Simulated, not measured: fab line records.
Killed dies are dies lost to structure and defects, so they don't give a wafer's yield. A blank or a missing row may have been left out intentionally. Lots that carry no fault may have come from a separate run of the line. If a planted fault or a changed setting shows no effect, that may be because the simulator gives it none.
The tool behind it: which one? | flow n5-finfet | 11 lots, 33 wafers sampled, at 4 steps of a route of 1938

== WHAT THE GAUGES SHOWED, per wafer ==
N5_BEOL_M13_OCD_MEAS_35.
lot  | measured     | on     | trench-depth-nm (nm)
L395 | day 12 02:17 | ocd-02 | 406 424 420
L396 | day 12 14:07 | ocd-02 | 424 412 427
L398 | day 12 20:52 | ocd-01 | 415 415 422
L399 | day 13 11:40 | ocd-01 | 417 420 417
L400 | day 13 18:42 | ocd-01 | 409 415 409
L403 | day 14 16:31 | ocd-01 | 416 408 420
L407 | day 14 20:37 | ocd-02 | 412 409 414
L413 | day 16 20:46 | ocd-02 | 418 422 427
L412 | day 16 22:07 | ocd-01 | 411 423 413
L415 | day 17 00:15 | ocd-02 | 419 420 425
L416 | day 17 10:33 | ocd-02 | 408 408 404

N5_BEOL_M14_CD_MEAS_17: the cd target is 250 nm.
lot  | measured     | on        | cd-nm (nm)
L395 | day 12 08:57 | cd-sem-02 | 247.7 251.9 249.4
L396 | day 12 19:21 | cd-sem-02 | 252.3 252.5 253.0
L398 | day 13 00:41 | cd-sem-03 | 248.8 247.2 249.4
L399 | day 13 17:11 | cd-sem-01 | 249.8 250.8 252.3
L400 | day 13 22:27 | cd-sem-02 | 250.8 250.0 249.7
L403 | day 14 20:13 | cd-sem-03 | 251.7 253.1 252.8
L407 | day 15 01:57 | cd-sem-03 | 252.2 252.7 250.3
L413 | day 17 01:19 | cd-sem-03 | 251.6 251.6 252.9
L412 | day 17 01:34 | cd-sem-02 | 251.0 249.6 249.7
L415 | day 17 05:55 | cd-sem-03 | 250.4 251.8 251.9
L416 | day 17 16:38 | cd-sem-01 | 252.1 255.0 252.1

N5_BEOL_M14_CD_MEAS_28: the cd target is 284.4 nm.
lot  | measured     | on        | cd-nm (nm)
L395 | day 12 09:24 | cd-sem-01 | 285.3 285.8 285.4
L396 | day 12 19:40 | cd-sem-02 | 284.5 285.4 283.8
L398 | day 13 01:01 | cd-sem-02 | 284.9 285.5 286.2
L399 | day 13 17:38 | cd-sem-02 | 282.5 283.4 283.9
L400 | day 13 22:54 | cd-sem-02 | 285.4 284.9 281.5
L403 | day 14 20:32 | cd-sem-01 | 282.8 283.9 282.4
L407 | day 15 02:17 | cd-sem-03 | 285.1 282.2 283.3
L413 | day 17 01:38 | cd-sem-03 | 282.5 284.4 283.3
L412 | day 17 02:01 | cd-sem-02 | 283.4 284.1 284.2
L415 | day 17 06:14 | cd-sem-01 | 285.3 284.3 285.2
L416 | day 17 16:57 | cd-sem-02 | 282.0 281.8 282.7

== EACH LOT AND THE TOOL THAT RAN IT (in order: tool; ch and the chambers of the sampled wafers; start) ==
lot  | N5_BEOL_M14_ETCH_59
L395 | rie-diel-03 ch 0,1,2, day 12 08:33
L396 | rie-diel-03 ch 0,3, day 12 18:56
L398 | rie-diel-02 ch 1,2,3, day 13 00:17
L399 | rie-diel-05 ch 1,2, day 13 16:47
L400 | rie-diel-05 ch 0,1,2, day 13 22:03
L403 | rie-diel-03 ch 1,2,3, day 14 19:49
L407 | rie-diel-05 ch 1,2,3, day 15 01:33
L413 | rie-diel-03 ch 0,1,2, day 17 00:55
L412 | rie-diel-02 ch 1,3, day 17 01:10
L415 | rie-diel-05 ch 0,3, day 17 05:31
L416 | rie-diel-05 ch 2,3, day 17 16:13
- N5_BEOL_M14_ETCH_59: etches BARC in N2/H2, target depth 89 nm, overetch 26.7 nm, time 67.9 s.

== AS READ BY THE TOOLS THEMSELVES (means over the sampled wafers that have a number; for cases with no such wafer, the mark the record gives instead) ==
N5_BEOL_M14_ETCH_59.
lot  | tool        | bias-w (W) | drypump-motor-current-A (A) | h2-flow-sccm (sccm) | oes-product-au (a.u.) | rf-vpp-V (V) | run-length-s (s) | showerhead-plenum-p-Torr (Torr) | throttle-valve-pct (%)
L395 | rie-diel-03 | 150.1      | 6.3                         | 200.8               | 0.69                  | 526.3        | 91.3             | 2.64                            | 17.79
L396 | rie-diel-03 | 150.0      | 6.2                         | 200.1               | 0.67                  | 523.6        | 91.0             | 2.54                            | 17.85
L398 | rie-diel-02 | 149.8      | 5.6                         | 199.8               | 0.71                  | 525.7        | 91.4             | 2.61                            | 17.94
L399 | rie-diel-05 | 149.7      | 5.6                         | 199.8               | 0.75                  | 523.7        | 91.4             | 2.55                            | 17.43
L400 | rie-diel-05 | 150.0      | 5.5                         | 200.3               | 0.69                  | 524.8        | 91.8             | 2.57                            | 17.72
L403 | rie-diel-03 | 149.7      | 6.2                         | 200.0               | 0.63                  | 525.2        | 91.4             | 2.60                            | 17.94
L407 | rie-diel-05 | 150.1      | 5.7                         | 199.8               | 0.68                  | 524.5        | 91.5             | 2.55                            | 17.68
L413 | rie-diel-03 | 150.0      | 6.3                         | 200.0               | 0.65                  | 525.5        | 91.1             | 2.62                            | 17.87
L412 | rie-diel-02 | 150.1      | 5.3                         | 200.2               | 0.67                  | 522.9        | 91.8             | 2.53                            | 18.05
L415 | rie-diel-05 | 149.7      | 6.2                         | 199.5               | 0.73                  | 526.1        | 94.3             | 2.61                            | 17.83
L416 | rie-diel-05 | 150.4      | 6.1                         | 200.1               | 0.73                  | 524.9        | 94.6             | 2.58                            | 17.50

== THE ANSWER, worked out from the rows above alone ==
Rule: what is usual is taken from the lots themselves. Put in order of their means at a reading, lots are off if they are a third of the lots or fewer, leave a main group of 4 or more, and stand apart from it by a gap of 3 or more times the standard deviation of the main group's means; of several such gaps the widest counts. A main group whose means are all the same, to the digits that the tables above print for the reading, isn't used. Also off: a lot with no number at a reading for which 4 or more lots have one. Where the step has rows for the other lots, those lots are counted as sound. The gauges are gone through in route order, then the tools' own readings, and for those a lot's mean is taken as printed above. At the first step where some lot is off, the reading lying furthest off is the one used; lots without a number count as furthest.
Off, at N5_BEOL_M14_ETCH_59 on run-length-s: L415, L416. For the main group the mean is 91.4 s and the standard deviation 0.26.
If a tool, at that step or one of the process steps before it, ran each lot that is off and ran no sound lot following the first of them, it fits. One fits: N5_BEOL_M14_ETCH_59 on rie-diel-05. A fault onset in the window from L407 (day 15 01:33, its last sound lot) to L415 (day 17 05:31, its first lot off) fits.
On the lots that are off, the tool's own readings at N5_BEOL_M14_ETCH_59 differ by more than 5 times the standard deviation of the sound lots' means, which bears it out; run-length-s reads 94.4 s there versus 91.4 s on the sound lots.

== WHAT THE SIMULATOR PUT IN ==
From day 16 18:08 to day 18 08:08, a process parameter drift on rie-diel-05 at N5_BEOL_M14_ETCH_59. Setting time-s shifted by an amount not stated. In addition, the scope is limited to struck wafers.
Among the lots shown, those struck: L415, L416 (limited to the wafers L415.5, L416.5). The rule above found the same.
